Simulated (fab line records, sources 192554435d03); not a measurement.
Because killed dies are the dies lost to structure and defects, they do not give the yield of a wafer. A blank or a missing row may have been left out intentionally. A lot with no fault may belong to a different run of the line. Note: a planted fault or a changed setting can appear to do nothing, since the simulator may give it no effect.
fab line records -- flow n5_finfet
[record] lots = 7, wafers = 21
route steps=1938 shown SD_EPI_P@321 SD_ACTIVATION@330 HKMG_FIN@386 GATE_CUT@469 MOL_CONTACT_COAG@523
start_h: hours from the record's opening day to when the first of the lot's shown wafers began -- wait_h: how many hours have passed since the lot's step before this one -- " identical to the entry in the row above -- L1.1+2: a row that stands for several wafers -- - no value, or no start given -- * or withheld: withheld -- < > ~ a bound
route shown NAME@n: NAME is a module with steps in the file, n the number in the route of the first one -- usual: mean/standard deviation taken from wafers without a fault -- same: alike in all rows -- chamber/n: place in a boat -- sites: per-site readings -- _std_site: standard deviation of those values -- _edge_site: mean of outer sites minus mean of inner sites -- radius_mm: for every site, how far away it sits from the centre of the wafer -- mask NAME#n: copy n -- behind: tool/chamber where the wafer was last shaped -- hold: cause of the lot's hold/its duration in hours/its outcome -- device: whichever transistor did not switch (one of n, p or np) -- end of line: the route-end tests of the same wafers -- where a step has no rows: the recipe by itself -- killed: dies lost to structure and defects at the first sort, not the wafer's yield -- map: dies across one wafer; x = killed, . = not, _ = none there
set.NAME: the setting that was run; set.NAME@STEP: the one run at that earlier step -- model.NAME: the simulator's own value behind a step, which no gauge read
lots whose settings were changed on purpose; a table a step, a row a wafer
[[steps]]
[step N5_SD_EPI_P_EPI_21]
[recipe] material = SiGe:B, dopant = B, temp_c = 550, pressure_torr = 20, ambient = H2, time_s = 355
lot.wafer,tool,chamber,start_h,wait_h,set.epi_growth_time_s,model.SiGe-B_of_SD_EPI_P_EPI_21.thk_nm
L077.3+6,epi_rpcvd-01,0,72.63,0.8,355,62
L077.5,epi_rpcvd-01,0,72.63,0.8,355,61.2
L078.1,epi_rpcvd-01,0,79.15,0.1,355,62
L078.2,epi_rpcvd-01,0,79.15,0.1,364.8,62.2
L078.6,epi_rpcvd-01,0,80.95,1.8,355,61.8
L082.3,epi_rpcvd-03,0,105.57,0.8,355,61.6
L082.4,epi_rpcvd-03,0,105.57,0.8,355,61
L082.5,epi_rpcvd-03,0,105.57,0.8,330.9,58
L090.1,epi_rpcvd-03,0,151.21,0.1,355,60
L090.3,epi_rpcvd-03,0,151.21,0.1,341.7,59.2
L090.6,epi_rpcvd-03,0,153.01,1.8,341.7,59
L092.1,epi_rpcvd-03,0,162.71,0.1,355,60.4
L092.2,epi_rpcvd-03,0,162.71,0.1,355,60.6
L092.6,epi_rpcvd-03,0,164.51,1.8,355,61
L094.3,epi_rpcvd-02,0,180.56,1.1,319.9,56.2
L094.4+6,epi_rpcvd-02,0,180.56,1.1,355,60.6
L095.3,epi_rpcvd-03,0,181.44,0.8,355,61.6
L095.5,epi_rpcvd-03,0,181.44,0.8,355,62.2
L095.6,epi_rpcvd-03,0,181.44,0.8,381.6,65.2
[step N5_SD_EPI_P_HM_STRIP_48]
[recipe] chemistry = H3PO4, temp_c = 160, material = SiNx, target = SiNx, target_depth_a = 30, overetch_fraction = 0.3
lot.wafer,tool,chamber,start_h,wait_h,set.epi_growth_time_s@SD_EPI_P_EPI_21,model.SiGe-B_of_SD_EPI_P_EPI_21.thk_nm
L077.3,wet_bench-02,5,74.15,0.0,355,61.8
L077.5,wet_bench-02,7,74.15,0.0,355,60.8
L077.6,wet_bench-02,3,74.15,0.0,355,61.6
L078.1+6,wet_bench-04,"0,3",81.38,0.0,355,61.6
L078.2,wet_bench-04,4,81.38,0.0,364.8,62
L082.3,wet_bench-02,2,107.08,0.0,355,61.2
L082.4,wet_bench-02,6,107.08,0.0,355,60.6
L082.5,wet_bench-02,3,107.08,0.0,330.9,57.8
L090.1,wet_bench-02,3,153.46,0.0,355,59.6
L090.3+6,wet_bench-02,"1,5",153.46,0.0,341.7,58.8
L092.1+2,wet_bench-04,"2,4",164.96,0.0,355,60.2
L092.6,wet_bench-04,7,164.96,0.0,355,60.8
L094.3,wet_bench-04,3,182.56,0.0,319.9,56
L094.4,wet_bench-04,5,182.56,0.0,355,60.2
L094.6,wet_bench-04,4,182.56,0.0,355,60.4
L095.3,wet_bench-04,3,182.96,0.0,355,61.4
L095.5,wet_bench-04,5,182.96,0.0,355,62
L095.6,wet_bench-04,2,182.96,0.0,381.6,64.8
[step N5_SD_EPI_P_SRD_49]
[recipe] dry = ipa_marangoni, time_s = 30, temp_c = 23, rinse_liquid = diw
[step N5_SD_EPI_P_PRECLEAN_24]
[recipe] chemistry = O3/DIW, time_s = 45, temp_c = 22, o3_ppm = 10
[step N5_SD_ACTIVATION_RTA_00]
[recipe] temp_c = 975, time_s = 0, ambient = N2, idle_temp_c = 600, ramp_up_c_per_s = 150, ramp_down_c_per_s = 60, cool_to_c = 600
[step N5_SD_ACTIVATION_LSA_01]
[recipe] temp_c = 1080, time_s = 0.0008, ambient = N2
[step N5_SD_ACTIVATION_RS_MEAS_03]
[recipe] thk_meas_gauge = four-point-probe
[usual] RS_SD_N = 21.94/0.27, RS_SD_P = 56.1/0.82
lot.wafer,tool,chamber,start_h,wait_h,set.epi_growth_time_s@SD_EPI_P_EPI_21,RS_SD_N[ohm/sq],RS_SD_P[ohm/sq]
L077.3,film_metro-02,-,74.75,0.2,355,22.22,54.6
L077.5,film_metro-02,-,74.75,0.2,355,22.03,54.9
L077.6,film_metro-02,-,74.75,0.2,355,22.09,54.2
L078.1,film_metro-01,-,82.39,0.2,355,22.02,54.8
L078.2,film_metro-01,-,82.39,0.2,364.8,21.93,54.7
L078.6,film_metro-01,-,82.39,0.2,355,22.05,55.3
L082.3,film_metro-01,-,107.70,0.2,355,21.64,55.0
L082.4,film_metro-01,-,107.70,0.2,355,22.00,55.8
L082.5,film_metro-01,-,107.70,0.2,330.9,22.05,58.5
L090.1,film_metro-02,-,154.15,0.2,355,21.93,57.7
L090.3,film_metro-02,-,154.15,0.2,341.7,21.56,58.8
L090.6,film_metro-02,-,154.15,0.2,341.7,21.76,59.2
L092.1,film_metro-01,-,165.59,0.2,355,21.48,56.3
L092.2,film_metro-01,-,165.59,0.2,355,22.01,56.1
L092.6,film_metro-01,-,165.59,0.2,355,21.34,55.7
L094.3,film_metro-02,-,183.23,0.2,319.9,22.51,59.7
L094.4,film_metro-02,-,183.23,0.2,355,22.16,55.8
L094.6,film_metro-02,-,183.23,0.2,355,22.10,55.8
L095.3,film_metro-02,-,183.60,0.2,355,21.84,55.7
L095.5,film_metro-02,-,183.60,0.2,355,21.41,55.4
L095.6,film_metro-02,-,183.60,0.2,381.6,21.58,52.4
[step N5_HKMG_FIN_HK_ALD_01]
[recipe] material = HfO2, target_thk_a = 16, temp_c = withheld, ald_precursor_family = HfCl4, ald_co_reactant = H2O, pulse_time_s = 3, purge_time_s = 3, co_reactant_purge_time_s = 2.5, co_reactant_pulse_time_s = 0.3, ald_cycles = 30
lot.wafer,tool,chamber,start_h,wait_h,set.ald_cycles
L077.3+5,ald_hk-03,"0,1",86.45,0.0,30
L077.6,ald_hk-03,2,86.45,0.0,28
L078.1+2,ald_hk-02,"2,1",95.60,0.0,26
L078.6,ald_hk-02,0,95.60,0.0,30
L082.3+4+5,ald_hk-02,"2,3,3",119.52,0.0,30
L090.1,ald_hk-02,3,165.80,0.0,30
L090.3+6,ald_hk-02,2,165.80,0.0,35
L092.1+2+6,ald_hk-02,"1,3,0",177.43,0.0,30
L094.3+4,ald_hk-03,"3,1",195.11,0.0,30
L094.6,ald_hk-03,2,195.11,0.0,28
L095.3,ald_hk-02,2,195.66,0.0,35
L095.5+6,ald_hk-02,"1,2",195.66,0.0,30
[step N5_HKMG_FIN_COAT_43]
[recipe] resist = CAR-ArF, spin_rpm = 1500, resist_thk_nm = 90
lot.wafer,tool,chamber,start_h,wait_h,set.spin_rpm,model.CAR-ArF_of_HKMG_FIN_COAT_43.thk_nm
L077.3+6,litho_track-05,0,-,-,1500,90.4
L077.5,litho_track-05,0,-,-,1500,90.6
L078.1,litho_track-01,0,-,-,1500,89.8
L078.2,litho_track-01,0,-,-,1500,90.4
L078.6,litho_track-01,0,-,-,1500,90.2
L082.3+4+5,litho_track-02,0,-,-,1500,90
L090.1,litho_track-05,0,-,-,1500,90.6
L090.3,litho_track-05,0,-,-,1584,88.2
L090.6,litho_track-05,0,-,-,1500,90.4
L092.1+2+6,litho_track-01,0,-,-,1500,89.6
L094.3,litho_track-02,0,-,-,1500,90
L094.4,litho_track-02,0,-,-,1382,94
L094.6,litho_track-02,0,-,-,1382,93.6
L095.3,litho_track-02,0,-,-,1337,95.4
L095.5,litho_track-02,0,-,-,1500,90.4
L095.6,litho_track-02,0,-,-,1337,95.6
[step N5_HKMG_FIN_EBR_45]
[recipe] solvent = PGMEA, ebr_width_mm = 1.5
[step N5_HKMG_FIN_SOFTBAKE_44]
[recipe] temp_c = 110, time_s = 60, resist = CAR-ArF
[step N5_HKMG_FIN_EXPOSE_46]
[recipe] mask_id = NDIPOLE, na = 1.35, source_shape = conventional, sigma_outer = 0.8, polarization = unpolarized, dose_mj = 40
[step N5_HKMG_FIN_PEB_47]
[recipe] peb_temp_c = withheld, peb_time_s = 60, resist = CAR-ArF
[step N5_HKMG_FIN_DEVELOP_48]
[recipe] develop_time_s = 30, developer = TMAH, resist = CAR-ArF, rinse_liquid = diw, dry = air_spin, dev_temp_c = 23
lot.wafer,tool,chamber,start_h,wait_h,set.spin_rpm@HKMG_FIN_COAT_43,model.CAR-ArF_of_HKMG_FIN_COAT_43.thk_nm
L077.3+5+6,litho_track-02,0,-,-,1500,88.8
L078.1,litho_track-05,0,-,-,1500,88.2
L078.2+6,litho_track-05,0,-,-,1500,88.6
L082.3+4,litho_track-01,0,-,-,1500,88.2
L082.5,litho_track-01,0,-,-,1500,88.4
L090.1,litho_track-01,0,-,-,1500,88.8
L090.3,litho_track-01,0,-,-,1584,86.4
L090.6,litho_track-01,0,-,-,1500,88.6
L092.1,litho_track-05,0,-,-,1500,88
L092.2+6,litho_track-05,0,-,-,1500,87.8
L094.3,litho_track-01,0,-,-,1500,88.4
L094.4,litho_track-01,0,-,-,1382,92.2
L094.6,litho_track-01,0,-,-,1382,92
L095.3,litho_track-02,0,-,-,1337,93.8
L095.5,litho_track-02,0,-,-,1500,88.8
L095.6,litho_track-02,0,-,-,1337,94
[step N5_HKMG_FIN_WET_ETCH_82]
[recipe] chemistry = dHCl, mix = 1:10000, temp_c = 25, target = La2O3, stop_on = HfO2, target_depth_nm = 2, dry = ipa_marangoni, rinse_time_s = 30, rinse_temp_c = 23
[step N5_HKMG_FIN_ALD_36]
[recipe] material = TiN, target_thk_a = 10, temp_c = 400, ald_precursor_family = TiCl4, ald_co_reactant = NH3, pulse_time_s = 1, purge_time_s = 3, co_reactant_purge_time_s = 2, co_reactant_pulse_time_s = 2, ald_cycles = 47, pressure_torr = 3
[step N5_HKMG_FIN_THK_MEAS_70]
[recipe] thk_meas_gauge = xrf, reads = HfO2_of_HKMG_FIN_HK_ALD_01
[usual] HK_THK = 1.559/0.016
lot.wafer,tool,chamber,start_h,wait_h,set.ald_cycles@HKMG_FIN_HK_ALD_01,HK_THK[nm]
L077.3,film_metro-01,-,90.41,0.2,30,1.562
L077.5,film_metro-01,-,90.41,0.2,30,1.551
L077.6,film_metro-01,-,90.41,0.2,28,1.450
L078.1,film_metro-01,-,99.16,0.2,26,1.344
L078.2,film_metro-01,-,99.16,0.2,26,1.344
L078.6,film_metro-01,-,99.16,0.2,30,1.573
L082.3,film_metro-01,-,122.98,0.2,30,1.560
L082.4,film_metro-01,-,122.98,0.2,30,1.565
L082.5,film_metro-01,-,122.98,0.2,30,1.557
L090.1,film_metro-02,-,169.32,0.2,30,1.569
L090.3,film_metro-02,-,169.32,0.2,35,1.833
L090.6,film_metro-02,-,169.32,0.2,35,1.838
L092.1,film_metro-01,-,181.10,0.2,30,1.551
L092.2,film_metro-01,-,181.10,0.2,30,1.568
L092.6,film_metro-01,-,181.10,0.2,30,1.556
L094.3,film_metro-01,-,198.67,0.2,30,1.551
L094.4,film_metro-01,-,198.67,0.2,30,1.548
L094.6,film_metro-01,-,198.67,0.2,28,1.435
L095.3,film_metro-02,-,199.48,0.2,35,1.845
L095.5,film_metro-02,-,199.48,0.2,30,1.586
L095.6,film_metro-02,-,199.48,0.2,30,1.544
[step N5_GATE_CUT_ETCH_58]
[recipe] chemistry = CH3F/O2, target = SiNx, target_depth_a = 170, time_s = 128.6, ion_energy_ev = 50, pressure_mtorr = 30, source_w = 415, bias_w = 21, Ar_flow_sccm = 150, CH3F_flow_sccm = 30, O2_flow_sccm = 20
[usual] rf_vpp_V = 99.0/0.98
lot.wafer,tool,chamber,start_h,wait_h,set.source_w,rf_vpp_V,model.etch.depth_nm
L077.3,rie_diel-03,2,96.90,0.0,344.1,106.3,15.98
L077.5,rie_diel-03,3,96.90,0.0,415,98.9,17.29
L077.6,rie_diel-03,2,96.90,0.0,344.1,105.5,16
L078.1,rie_diel-04,0,105.03,0.0,415,97.8,16.87
L078.2,rie_diel-04,1,105.03,0.0,415,98.9,17.18
L078.6,rie_diel-04,1,105.03,0.0,415,98.6,17.21
L082.3,rie_diel-05,0,128.62,0.0,393.8,99.7,16.76
L082.4,rie_diel-05,2,128.62,0.0,415,99.6,17.32
L082.5,rie_diel-05,0,128.62,0.0,415,99.2,17.15
L090.1,rie_diel-03,1,175.03,0.0,464.1,96.7,17.71
L090.3,rie_diel-03,2,175.03,0.0,415,99.9,17.09
L090.6,rie_diel-03,0,175.03,0.0,464.1,94.2,18
L092.1,rie_diel-04,3,187.21,0.0,415,98.2,16.91
L092.2,rie_diel-04,0,187.21,0.0,415,98.8,16.83
L092.6,rie_diel-04,0,187.21,0.0,415,98.5,16.75
L094.3,rie_diel-04,0,204.43,0.0,342.4,106.5,16.05
L094.4,rie_diel-04,3,204.43,0.0,342.4,107.5,16.04
L094.6,rie_diel-04,2,204.43,0.0,415,101.1,16.76
L095.3,rie_diel-03,3,205.89,0.1,415,99.6,17.7
L095.5,rie_diel-03,3,205.89,0.1,381.4,103.3,17.35
L095.6,rie_diel-03,2,205.89,0.1,381.4,102.6,16.61
[step N5_GATE_CUT_COAT_27]
[recipe] resist = underlayer, temp_c = 205, time_s = 60, spin_rpm = 1500, resist_thk_nm = 10
lot.wafer,tool,chamber,start_h,wait_h,set.spin_rpm,model.underlayer_of_GATE_CUT_COAT_27.thk_nm
L077.3+5+6,litho_track-02,0,-,-,1500,10
L078.1,litho_track-03,0,-,-,1500,10
L078.2+6,litho_track-03,0,-,-,1396,10.4
L082.3,litho_track-03,0,-,-,1500,10
L082.4,litho_track-03,0,-,-,1354,10.6
L082.5,litho_track-03,0,-,-,1354,10.4
L090.1+3+6,litho_track-03,0,-,-,1500,10
L092.1+2+6,litho_track-03,0,-,-,1500,10
L094.3+4+6,litho_track-03,0,-,-,1500,10
L095.3,litho_track-04,0,-,-,1500,10
L095.5+6,litho_track-04,0,-,-,1577,9.8
[step N5_GATE_CUT_COAT_07]
[recipe] resist = CAR-EUV, spin_rpm = 1500, resist_thk_nm = 30
[step N5_GATE_CUT_EBR_09]
[recipe] solvent = PGMEA, ebr_width_mm = 1.5
[step N5_GATE_CUT_DESCUM_18]
[recipe] chemistry = O2, time_s = 7, source_power_w = 50, bias_power_w = 20, pressure_mtorr = 20, rf_frequency_hz = 2.712e+07, temp_c = 40, resist = CAR-EUV, o2_flow_sccm = 225
[step N5_GATE_CUT_ETCH_28]
[recipe] chemistry = N2/H2, target = underlayer, target_depth_a = 130, mask_material = CAR-EUV, time_s = 10.4, ion_energy_ev = 200, pressure_mtorr = 30, source_w = 840, bias_w = 150, n2_flow_sccm = 200, h2_flow_sccm = 200, ends = cleared
lot.wafer,tool,chamber,start_h,wait_h,set.spin_rpm@GATE_CUT_COAT_27,model.CAR-EUV_of_GATE_CUT_COAT_07.thk_nm,model.etch.depth_nm
L077.3,rie_diel-04,0,101.63,0.0,1500,14.6,9.98
L077.5,rie_diel-04,3,101.63,0.0,1500,14.6,9.968
L077.6,rie_diel-04,2,101.63,0.0,1500,14.6,9.977
L078.1,rie_diel-05,3,108.58,0.0,1500,14.6,10.03
L078.2,rie_diel-05,2,108.58,0.0,1396,14,10.38
L078.6,rie_diel-05,2,108.58,0.0,1396,14,10.39
L082.3,rie_diel-05,0,132.18,0.0,1500,14.8,9.985
L082.4,rie_diel-05,3,132.18,0.0,1354,14,10.52
L082.5,rie_diel-05,0,132.18,0.0,1354,14.2,10.48
L090.1,rie_diel-04,1,178.44,0.0,1500,14.4,10
L090.3,rie_diel-04,0,178.44,0.0,1500,14.6,9.979
L090.6,rie_diel-04,0,178.44,0.0,1500,14.6,10.01
L092.1,rie_diel-03,2,190.75,0.0,1500,14.8,9.998
L092.2,rie_diel-03,0,190.75,0.0,1500,14.6,9.978
L092.6,rie_diel-03,1,190.75,0.0,1500,14.6,9.993
L094.3,rie_diel-05,1,208.19,0.0,1500,14.6,10.03
L094.4+6,rie_diel-05,"3,1",208.19,0.0,1500,14.6,10.04
L095.3,rie_diel-04,2,209.83,0.0,1500,14.8,9.99
L095.5,rie_diel-04,1,209.83,0.0,1577,14.8,9.774
L095.6,rie_diel-04,0,209.83,0.0,1577,14.8,9.76
[step N5_MOL_CONTACT_COAG_EXPOSE_05]
[recipe] mask_id = CA, na = 0.33, source_shape = annular, sigma_inner = 0.4, sigma_outer = 0.8, polarization = unpolarized, defocus_nm = 0, dose_mj = 38.25
lot.wafer,tool,chamber,start_h,wait_h,mask,set.dose_mj
L077.3,euv_scanner-01,0,105.14,-,CA#0,38.25
L077.5+6,euv_scanner-01,0,105.14,-,CA#0,35.58
L078.1+2+6,euv_scanner-02,0,112.27,-,CA#0,38.25
L082.3+5,euv_scanner-01,0,135.83,-,CA#0,35.55
L082.4,euv_scanner-01,0,135.83,-,CA#0,38.25
L090.1+3,euv_scanner-01,0,182.21,-,CA#0,40.68
L090.6,euv_scanner-01,0,182.21,-,CA#0,38.25
L092.1+2+6,euv_scanner-02,0,194.79,-,CA#0,38.25
L094.3+4+6,euv_scanner-02,0,211.70,-,CA#0,38.25
L095.3+5+6,euv_scanner-01,0,213.52,-,CA#0,38.25
[step N5_MOL_CONTACT_COAG_PEB_06]
[recipe] peb_temp_c = 100, peb_time_s = 60, resist = CAR-EUV
[step N5_MOL_CONTACT_COAG_DEVELOP_07]
[recipe] develop_time_s = 30, developer = TMAH, resist = CAR-EUV, rinse_liquid = surfactant_rinse, dry = air_spin, dev_temp_c = 23
[step N5_MOL_CONTACT_COAG_CD_MEAS_08]
[recipe] target_cd_nm = 28, landing_energy_ev = 500, detector = se_inlens, polarity = opening
[usual] cd_nm = 28.08/0.28
lot.wafer,tool,chamber,start_h,wait_h,set.dose_mj@MOL_CONTACT_COAG_EXPOSE_05,cd_nm
L077.3,cd_sem-03,0,105.25,-,38.25,28.10
L077.5,cd_sem-03,0,105.25,-,35.58,26.38
L077.6,cd_sem-03,0,105.25,-,35.58,26.09
L078.1,cd_sem-03,0,112.40,-,38.25,28.35
L078.2,cd_sem-03,0,112.40,-,38.25,28.05
L078.6,cd_sem-03,0,112.40,-,38.25,28.23
L082.3,cd_sem-02,0,135.94,-,35.55,26.64
L082.4,cd_sem-02,0,135.94,-,38.25,27.89
L082.5,cd_sem-02,0,135.94,-,35.55,26.06
L090.1,cd_sem-02,0,182.34,-,40.68,29.62
L090.3,cd_sem-02,0,182.34,-,40.68,29.31
L090.6,cd_sem-02,0,182.34,-,38.25,27.73
L092.1,cd_sem-01,0,194.92,-,38.25,27.96
L092.2,cd_sem-01,0,194.92,-,38.25,27.97
L092.6,cd_sem-01,0,194.92,-,38.25,28.12
L094.3,cd_sem-01,0,211.82,-,38.25,28.16
L094.4,cd_sem-01,0,211.82,-,38.25,28.41
L094.6,cd_sem-01,0,211.82,-,38.25,28.38
L095.3,cd_sem-01,0,213.64,-,38.25,27.74
L095.5,cd_sem-01,0,213.64,-,38.25,28.66
L095.6,cd_sem-01,0,213.64,-,38.25,27.56
[step N5_MOL_CONTACT_COAG_DESCUM_13]
[recipe] chemistry = O2, time_s = 7, source_power_w = 50, bias_power_w = 20, pressure_mtorr = 20, rf_frequency_hz = 2.712e+07, temp_c = 40, resist = CAR-EUV, o2_flow_sccm = 225
[step N5_MOL_CONTACT_COAG_ETCH_59]
[recipe] chemistry = N2/H2, target = underlayer, target_depth_a = 130, mask_material = CAR-EUV, time_s = 10.4, ion_energy_ev = 200, pressure_mtorr = 30, source_w = 840, bias_w = 150, n2_flow_sccm = 200, h2_flow_sccm = 200, ends = cleared
lot.wafer,tool,chamber,start_h,wait_h,set.dose_mj@MOL_CONTACT_COAG_EXPOSE_05,model.MOL_CONTACT_COAG.cd_offset_nm
L077.3,rie_diel-02,1,105.41,0.0,38.25,0.2
L077.5,rie_diel-02,0,105.41,0.0,35.58,-1.6
L077.6,rie_diel-02,1,105.41,0.0,35.58,-1.8
L078.1+6,rie_diel-02,1,112.56,0.0,38.25,0.4
L078.2,rie_diel-02,3,112.56,0.0,38.25,0.2
L082.3+5,rie_diel-06,"3,0",136.10,0.0,35.55,-1.8
L082.4,rie_diel-06,0,136.10,0.0,38.25,0
L090.1+3,rie_diel-01,"2,1",182.64,0.0,40.68,1.4
L090.6,rie_diel-01,1,182.64,0.0,38.25,0
L092.1+6,rie_diel-01,"0,3",195.08,0.0,38.25,0.2
L092.2,rie_diel-01,1,195.08,0.0,38.25,0
L094.3+6,rie_diel-01,"3,0",211.97,0.0,38.25,0.2
L094.4,rie_diel-01,2,211.97,0.0,38.25,0.4
L095.3,rie_diel-01,1,213.90,0.0,38.25,0
L095.5,rie_diel-01,2,213.90,0.0,38.25,0.2
L095.6,rie_diel-01,3,213.90,0.0,38.25,-0.2
[step N5_MOL_CONTACT_COAG_ETCH_105]
[recipe] chemistry = CF4, target = SiARC, target_depth_a = 156, mask_material = CAR-EUV, time_s = 26, ion_energy_ev = 80, pressure_mtorr = 40, source_w = 545, bias_w = 36, Ar_flow_sccm = 100, cf4_flow_sccm = 100, ends = cleared
[step N5_MOL_CONTACT_COAG_ETCH_106]
[recipe] chemistry = N2/H2, target = SOC, target_depth_a = 800, overetch_a = 160, mask_material = SiARC, temp_c = 40, time_s = 120, ion_energy_ev = 200, pressure_mtorr = 30, source_w = 840, bias_w = 150, n2_flow_sccm = 200, h2_flow_sccm = 200
lot.wafer,tool,chamber,start_h,wait_h,set.dose_mj@MOL_CONTACT_COAG_EXPOSE_05,model.MOL_CONTACT_COAG.cd_offset_nm
L077.3,rie_diel-02,1,105.46,0.0,38.25,0.4
L077.5,rie_diel-02,0,105.46,0.0,35.58,-1.4
L077.6,rie_diel-02,1,105.46,0.0,35.58,-1.6
L078.1,rie_diel-02,1,112.61,0.0,38.25,0.4
L078.2,rie_diel-02,3,112.61,0.0,38.25,0.2
L078.6,rie_diel-02,1,112.61,0.0,38.25,0.6
L082.3+5,rie_diel-06,"3,0",136.15,0.0,35.55,-1.6
L082.4,rie_diel-06,0,136.15,0.0,38.25,0
L090.1,rie_diel-01,2,182.69,0.0,40.68,1.2
L090.3,rie_diel-01,1,182.69,0.0,40.68,1.6
L090.6,rie_diel-01,1,182.69,0.0,38.25,0.2
L092.1+2,rie_diel-01,"0,1",195.13,0.0,38.25,0.4
L092.6,rie_diel-01,3,195.13,0.0,38.25,0
L094.3+6,rie_diel-01,"3,0",212.02,0.0,38.25,0.4
L094.4,rie_diel-01,2,212.02,0.0,38.25,0.2
L095.3,rie_diel-01,1,213.95,0.0,38.25,0.6
L095.5,rie_diel-01,2,213.95,0.0,38.25,0.4
L095.6,rie_diel-01,3,213.95,0.0,38.25,0.2
[[key]]
[split] step = N5_SD_EPI_P_EPI_21, setting = epi_growth_time_s, stated = 355, by = wafer
[response] step = N5_SD_EPI_P_EPI_21, reading = model.SiGe-B_of_SD_EPI_P_EPI_21.thk_nm, change = +0.428, per = 1%, r = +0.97
[response] step = N5_SD_EPI_P_HM_STRIP_48, reading = model.SiGe-B_of_SD_EPI_P_EPI_21.thk_nm, change = +0.41, per = 1%, r = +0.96
[response] step = N5_SD_ACTIVATION_RS_MEAS_03, reading = RS_SD_P, change = -0.398, per = 1%, r = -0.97
[split] step = N5_HKMG_FIN_HK_ALD_01, setting = ald_cycles, stated = 30, by = wafer
[response] step = N5_HKMG_FIN_THK_MEAS_70, reading = HK_THK, change = +0.0166, per = 1%, r = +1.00
[split] step = N5_HKMG_FIN_COAT_43, setting = spin_rpm, stated = 1500, by = wafer
[response] step = N5_HKMG_FIN_COAT_43, reading = model.CAR-ArF_of_HKMG_FIN_COAT_43.thk_nm, change = -0.465, per = 1%, r = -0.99
[response] step = N5_HKMG_FIN_DEVELOP_48, reading = model.CAR-ArF_of_HKMG_FIN_COAT_43.thk_nm, change = -0.461, per = 1%, r = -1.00
[split] step = N5_GATE_CUT_ETCH_58, setting = source_w, stated = 415, by = wafer
[response] step = N5_GATE_CUT_ETCH_58, reading = rf_vpp_V, change = -0.363, per = 1%, r = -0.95
[response] step = N5_GATE_CUT_ETCH_58, reading = model.etch.depth_nm, change = +0.0628, per = 1%, r = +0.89
[split] step = N5_GATE_CUT_COAT_27, setting = spin_rpm, stated = 1500, by = wafer
[response] step = N5_GATE_CUT_COAT_27, reading = model.underlayer_of_GATE_CUT_COAT_27.thk_nm, change = -0.0512, per = 1%, r = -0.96
[response] step = N5_GATE_CUT_ETCH_28, reading = model.CAR-EUV_of_GATE_CUT_COAT_07.thk_nm, change = +0.0649, per = 1%, r = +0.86
[response] step = N5_GATE_CUT_ETCH_28, reading = model.etch.depth_nm, change = -0.051, per = 1%, r = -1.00
[split] step = N5_MOL_CONTACT_COAG_EXPOSE_05, setting = dose_mj, stated = 38.25, by = wafer
[response] step = N5_MOL_CONTACT_COAG_CD_MEAS_08, reading = cd_nm, change = +0.251, per = 1%, r = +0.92
[response] step = N5_MOL_CONTACT_COAG_ETCH_59, reading = model.MOL_CONTACT_COAG.cd_offset_nm, change = +0.251, per = 1%, r = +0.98
[response] step = N5_MOL_CONTACT_COAG_ETCH_106, reading = model.MOL_CONTACT_COAG.cd_offset_nm, change = +0.232, per = 1%, r = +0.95
